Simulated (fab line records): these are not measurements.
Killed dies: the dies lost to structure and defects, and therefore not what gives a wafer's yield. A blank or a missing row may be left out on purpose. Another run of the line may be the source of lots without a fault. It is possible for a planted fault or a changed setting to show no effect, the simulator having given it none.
Struck lot and sound lot, side by side -- flow n5Finfet -- 16 out of 1938 route steps
Sound: these wafers, L290.2, L290.3, L290.5. Struck: wafers L288.3, L288.5, L288.6. The cause comes at the end.
Per side, at each step with rows, come the tool, then ch with its chambers, and then its first start. Under that, the readings that differ: sound wafers -- struck wafers -- difference of the means -- sigmas: that difference in standard deviations of wafers without a fault.
alike: a reading whose means differ by less than 2 such deviations, as well as words and numbers matching on both sides. not compared: withheld readings; readings where some wafer has no value; bounds like >300 that might hide an equal value; numbers whose values overlap and for which the record gives no deviation.
Wherever a step has rows on one side only, a row that says differs or no value, or a row with sigmas, the two part there. Numbers that don't overlap but have no deviation are shown without sigmas and don't part them. A reading missing from all wafers of one side parts the sides only when that side holds two or more wafers.

first, 4 steps without rows for these wafers: N5_STI_FIN_REVEAL_PRECLEAN_25 (cleans in SPM, time 90 s); N5_STI_FIN_REVEAL_PRECLEAN_26 (cleans in SC1, time 45 s); N5_STI_FIN_REVEAL_PRECLEAN_29 (cleans in DHF, time 30 s); N5_STI_FIN_REVEAL_SRD_12 (time 30 s).
N5_STI_FIN_REVEAL_RECESS_09: chemistry HF/NH3, target SiO2, afs cycles 11, target depth 42.5 nm, sublimation time 60 s.
  sound on vaporEtch-02 ch 0,1, day 7 17:34; struck on vaporEtch-02 ch 0,1, day 7 06:09
  alike: drypumpMotorCurrentA
then, 2 steps without rows for these wafers: N5_STI_FIN_REVEAL_STRIP_16 (strips SiNx in H3PO4, target depth 23.8 nm); N5_STI_FIN_REVEAL_PRECLEAN_17 (cleans in NF3:NH3, afs cycles 1, time 20 s, sublimation time 60 s).
N5_STI_FIN_REVEAL_ETCH_34: etches Si in H2, material Si, target depth 0.97 nm.
  sound on rieSi-04 ch 0,1,2, day 7 19:40; struck on rieSi-04 ch 1,2, day 7 07:43
  alike: chamberPressureMTorr, drypumpMotorCurrentA, heBacksideLeakSccm, oesProductAu, throttleValvePct
  not compared: rfHoursCounterH
N5_STI_FIN_REVEAL_OXIDATION_31: chemistry O2 PLASMA REMOTE, time 20 s.
  sound on plasmaAsher-02 ch 0,1, day 7 19:43; struck on plasmaAsher-02 ch 0,1, day 7 07:47
  alike: chamberPressureMTorr, drypumpMotorCurrentA, heaterPowerW, tempC, tempCMax
  not compared: rfHoursCounterH
then, 3 steps without rows for these wafers: N5_STI_FIN_REVEAL_PRECLEAN_32 (cleans in NF3:NH3, afs cycles 1, time 20 s, sublimation time 60 s); N5_STI_FIN_REVEAL_STRIP_35 (strips Si3N4 in H3PO4, target depth 4 nm, time 39 s); N5_STI_FIN_REVEAL_SRD_21 (time 30 s).
N5_STI_FIN_REVEAL_OXIDATION_33: chemistry O2 PLASMA REMOTE, time 20 s.
  sound on plasmaAsher-01 ch 1, day 7 20:04; struck on plasmaAsher-02 ch 0,1, day 7 08:20
reading,sound,struck,difference,sigmas
tempC (C),149.91 150.18 150.04,148.04 148.30 148.08,-1.90,-12
tempCMax,151.1 151.2 151.1,148.7 148.9 148.8,-2.3,-6
  alike: chamberPressureMTorr, drypumpMotorCurrentA, heaterPowerW
  not compared: rfHoursCounterH
then, 1 step without rows for these wafers: N5_STI_FIN_REVEAL_CLEAN_19 (cleans in O3/DIW, time 120 s).
-- the record jumps here: 5 days lie between the struck wafers' starts before and after (it left off in module STI_FIN_REVEAL and takes up again in module BEOL_M4, whose first step shown is number 1111 of the route) --
N5_BEOL_M4_RC_MEAS_101:
  sound on prober-01 ch 0, day 13 15:58; struck on prober-01 ch 0, day 12 16:44
  alike: DIBL_N, DIBL_P, IOFF_N, IOFF_P, ION_N, ION_P, SS_N, SS_P, VT_N, VT_P
then, 1 step without rows for these wafers: N5_PASSIVATION_PROBE_49.

== WHERE THEY PART ==
Only at N5_STI_FIN_REVEAL_OXIDATION_33, within this record. Later steps at which nothing parts them and some readings are alike: N5_BEOL_M4_RC_MEAS_101.

WHY: what had been put in by the simulator
Process parameters drifting: plasmaAsher-02 at N5_STI_FIN_REVEAL_OXIDATION_33, beginning at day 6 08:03. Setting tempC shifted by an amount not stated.
